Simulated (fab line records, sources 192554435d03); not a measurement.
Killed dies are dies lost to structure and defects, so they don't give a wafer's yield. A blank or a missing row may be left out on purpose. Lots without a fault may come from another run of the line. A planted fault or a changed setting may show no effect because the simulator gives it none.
One fault seen from 3 desks | flow n5_finfet | each desk has only its own numbers; what lay behind them comes last
Where a reading is given only as a bound, like >300, the bound stands for it, and a mean or a difference that rests on one is marked > or <: the true number lies beyond.

THE TOOL OWNER'S DESK: ald_hk-02
The tool's own readings at N5_HKMG_FIN_ALD_75 (deposits Al2O3, target thk 1 nm, co reactant pulse time 1 s): means of the sampled wafers that have a number, for each lot that ran on this tool. A lot is out of limits, marked OUT, if its mean lies more than 4 standard deviations from the usual mean; the brackets give that distance.
Columns: A = heater_power_w at N5_HKMG_FIN_ALD_75, usual 150 W; B = precursor_pulse_height_rel at N5_HKMG_FIN_ALD_75, usual 0.999
lot  | first seen here | A   | B
L795 | day 6 05:21     | 146 | 1.005
L805 | day 8 18:04     | 150 | 0.978
This desk's finding: nothing out of limits on any of the 2 lots.

THE METROLOGY DESK
What the gauges read, lot by lot, whatever tool the lot ran on: means of the sampled wafers that have a number. A lot is out of limits, marked OUT, if its mean lies more than 4 standard deviations from the usual mean; the brackets give that distance. Of its 10 readings 7 are shown: those that lie furthest out on some lot.
Columns: A = DIBL_N at N5_BEOL_M4_RC_MEAS_101, usual 36.3 mV/V; B = IOFF_P at N5_BEOL_M4_RC_MEAS_101, usual 0.21 nA/um; C = ION_N at N5_BEOL_M4_RC_MEAS_101, usual 675 uA/um; D = ION_P at N5_BEOL_M4_RC_MEAS_101, usual 463 uA/um; E = SS_N at N5_BEOL_M4_RC_MEAS_101, usual 71.6 mV/dec; F = SS_P at N5_BEOL_M4_RC_MEAS_101, usual 73.2 mV/dec; G = VT_P at N5_BEOL_M4_RC_MEAS_101, usual -251 mV
lot  | first seen here | A    | B    | C   | D   | E    | F    | G
L786 | day 7 17:58     | 34.1 | 0.17 | 668 | 457 | 71.6 | 72.7 | -253
L788 | day 8 07:28     | 35.8 | 0.21 | 682 | 470 | 72.3 | 73.0 | -250
L790 | day 9 01:26     | 37.5 | 0.23 | 678 | 464 | 71.8 | 73.2 | -246
L792 | day 9 12:20     | 36.9 | 0.21 | 693 | 466 | 72.2 | 73.7 | -250
L794 | day 9 12:40     | 35.7 | 0.20 | 672 | 456 | 71.4 | 73.3 | -251
L795 | day 9 17:47     | 36.7 | 0.21 | 681 | 468 | 71.3 | 73.3 | -249
L796 | day 10 11:14    | 34.4 | 0.16 | 664 | 452 | 70.9 | 72.1 | -256
L797 | day 10 14:10    | 36.5 | 0.18 | 667 | 455 | 71.7 | 73.3 | -255
L805 | day 12 16:44    | 36.0 | 0.20 | 666 | 458 | 71.1 | 73.2 | -252
This desk's finding: nothing out of limits on any of the 9 lots.

THE DEFECT DESK
What the inspections along the route counted, lot by lot: means of the sampled wafers that have a number. A lot is out of limits, marked OUT, if its mean lies more than 4 standard deviations from the usual mean; the brackets give that distance.
Columns: A = raw_defect_count at N5_HKMG_FIN_INSPECT_61, usual 2.1
lot  | first seen here | A
L786 | day 4 01:53     | 1.3
L788 | day 4 11:22     | 3.0
L790 | day 5 03:04     | 2.0
L792 | day 5 19:55     | 0.5
L794 | day 6 02:59     | 1.7
L795 | day 6 05:52     | 2.7
L796 | day 6 15:05     | 2.3
L797 | day 6 21:34     | 2.7
L805 | day 8 18:28     | >101 (>+71) OUT
This desk's finding: out of limits on L805; first on L805, day 8 18:28 (raw_defect_count at N5_HKMG_FIN_INSPECT_61). In limits: L786, L788, L790, L792, L794, L795, L796, L797.

PUT TOGETHER
The defect desk could have raised an alarm at day 8 18:28, on L805.
The tool owner's desk saw nothing out of limits.
The metrology desk saw nothing out of limits.
The tool owner's desk has L805 on record, within its limits.
The metrology desk has L805 on record, within its limits.
Of the lots named, all ran N5_HKMG_FIN_ALD_75 on ald_hk-02.

WHAT THE SIMULATOR HAD PUT IN
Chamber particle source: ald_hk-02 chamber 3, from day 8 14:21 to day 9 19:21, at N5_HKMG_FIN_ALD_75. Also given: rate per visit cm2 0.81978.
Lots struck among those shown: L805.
Hours from the fault's start to each desk's first reading out of limits: the defect desk, 4.
